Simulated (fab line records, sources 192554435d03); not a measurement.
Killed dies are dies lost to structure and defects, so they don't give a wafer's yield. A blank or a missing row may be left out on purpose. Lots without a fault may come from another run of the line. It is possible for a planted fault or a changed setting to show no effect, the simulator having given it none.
Matching of chambers    flow n5Finfet    4 sister chambers for N5_MOL_CONTACT_COAG_ETCH_48 on rieDiel-06
The step etches SiOC in C4F6/O2, target depth 15 nm, overetch 4.5 nm, time 17 s. 8 wafers are shown with their chamber, then 7 later ones without.

== WAFERS WITH THEIR CHAMBER ==
wafer   chamber  drypumpMotorCurrentA (A)  showerheadPlenumPTorr (Torr)
L795.4  1        5.6                       2.83
L795.5  3        6.1                       2.70
L802.1  1        5.6                       2.82
L805.1  2        5.7                       2.78
L805.2  0        5.3                       3.01
L805.6  2        5.7                       2.78
L808.3  0        5.3                       3.01
L808.5  3        6.2                       2.69

== WAFERS WHOSE CHAMBER IS MISSING ==
wafer   drypumpMotorCurrentA (A)  showerheadPlenumPTorr (Torr)
L808.6  5.3                       3.01
L809.1  5.6                       2.82
L809.2  5.7                       2.78
L809.4  6.1                       2.69
L814.1  6.2                       2.69
L814.2  5.3                       3.00
L814.5  5.6                       2.82

== EACH ONE'S CHAMBER ==
wafer   from the rows above  in truth
L808.6  0                    0
L809.1  1                    1
L809.2  2                    2
L809.4  3                    3
L814.1  3                    3
L814.2  0                    0
L814.5  1                    1
7 of 7 placed correctly. Number that these rows cannot place: 0. 0 placed wrongly.
How it was worked out, from the rows above alone: a wafer's distance from a chamber is the root of the sum, over the readings, of the square of ((its reading less the chamber's mean) divided by the reading's scatter). If the next closest chamber is less than 2 further off than the closest, the wafer can't be placed; otherwise it belongs to the closest. Each chamber's mean is taken over the wafers shown for it. How the scatter is found: for the shown wafers, subtract from each reading the mean of its chamber, square and add these, divide the total by (wafers less chambers), then take the root.
